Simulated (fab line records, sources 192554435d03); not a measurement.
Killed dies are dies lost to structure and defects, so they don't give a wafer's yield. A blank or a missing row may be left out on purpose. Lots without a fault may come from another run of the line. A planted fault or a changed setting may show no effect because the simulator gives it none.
Split-lot experiment | flow n5_finfet | 7 lots, 21 wafers read, on a route of 1938 steps

THE SPLIT
At N5_MOL_CONTACT_COAG_EXPOSE_81 (exposes mask VG, defocus 0 nm), the setting dose_mj was moved away from the recipe's 59.5 on 10 of the 21 wafers read, by -4.5% to +3.3%. The other wafers ran this setting at the recipe's value.

FROM THE SPLIT TO THE READING: what the file shows between them, 2 steps
- N5_MOL_CONTACT_COAG_PEB_82: peb time 60 s
- N5_MOL_CONTACT_COAG_DEVELOP_83: develop time 30 s

THE READING
cd_nm, in nm, at N5_MOL_CONTACT_COAG_CD_MEAS_84 (target cd 25.1 nm). Fault-free wafers of this fab line usually give 25.10 nm, standard deviation 0.23 nm.

wafer  | tool, chamber at the split | dose_mj as run | against the recipe | cd_nm, nm | against lot-mates on the recipe
L075.4 | euv_scanner-02, 0          | 61.48          | +3.3%              | 25.61     | no lot-mate on the recipe
L075.5 | euv_scanner-02, 0          | 61.48          | +3.3%              | 25.30     | no lot-mate on the recipe
L075.6 | euv_scanner-02, 0          | 61.48          | +3.3%              | 25.78     | no lot-mate on the recipe
L079.2 | euv_scanner-01, 0          | 59.5           | recipe             | 24.60     | -
L079.3 | euv_scanner-01, 0          | 56.81          | -4.5%              | 23.97     | -0.82
L079.4 | euv_scanner-01, 0          | 59.5           | recipe             | 24.98     | -
L082.1 | euv_scanner-01, 0          | 61.14          | +2.8%              | 26.01     | +0.82
L082.3 | euv_scanner-01, 0          | 59.5           | recipe             | 25.19     | -
L082.4 | euv_scanner-01, 0          | 61.14          | +2.8%              | 26.00     | +0.81
L083.3 | euv_scanner-01, 0          | 57.87          | -2.7%              | 24.10     | -0.66
L083.5 | euv_scanner-01, 0          | 57.87          | -2.7%              | 24.36     | -0.40
L083.6 | euv_scanner-01, 0          | 59.5           | recipe             | 24.76     | -
L086.1 | euv_scanner-02, 0          | 59.5           | recipe             | 25.00     | -
L086.3 | euv_scanner-02, 0          | 59.5           | recipe             | 24.99     | -
L086.5 | euv_scanner-02, 0          | 59.5           | recipe             | 25.31     | -
L092.1 | euv_scanner-02, 0          | 59.5           | recipe             | 25.19     | -
L092.3 | euv_scanner-02, 0          | 57.59          | -3.2%              | 24.39     | -0.80
L092.4 | euv_scanner-02, 0          | 57.59          | -3.2%              | 24.41     | -0.78
L094.1 | euv_scanner-01, 0          | 59.5           | recipe             | 25.10     | -
L094.4 | euv_scanner-01, 0          | 59.5           | recipe             | 24.60     | -
L094.6 | euv_scanner-01, 0          | 59.5           | recipe             | 24.88     | -

THE FIT
A straight line over all 21 wafers: cd_nm changes by +0.229 nm for each +1% of dose_mj; r = +0.91; the points scatter about the line by 0.25 nm.
The same after taking each lot's own level away (the mean of its wafers on the recipe; 18 wafers): +0.233 nm for each +1%; r = +0.95; scatter 0.16 nm.
On that fit, the largest move of dose_mj shifts the reading by 1.1 nm.
The lots' own levels span 24.760 to 25.190 nm, that is 1.9 times the standard deviation above.
So the lot-to-lot level changes the slope little: the two slopes agree.
Check: with one of the wafers moved furthest among these (-4.5%) left out of the fit, the line predicts -1.09 nm for it against its lot-mates. It came out at -0.82 nm against them.

OTHER SPLITS ON THESE WAFERS
These wafers also went through other splits before the reading. Each is held against what the fit with the lots' levels taken away leaves over:
other split on the same wafers       | wafers away from the commonest value | r with cd_nm (lot level and that fit taken away)
N5_GATE_CUT_DESCUM_18 time_s         | 6                                    | +0.10
N5_MOL_CONTACT_COAG_COAT_76 spin_rpm | 7                                    | +0.37

THE FILE'S OWN FIT
cd_nm changes by +0.216 nm for each +1% of dose_mj, r = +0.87.
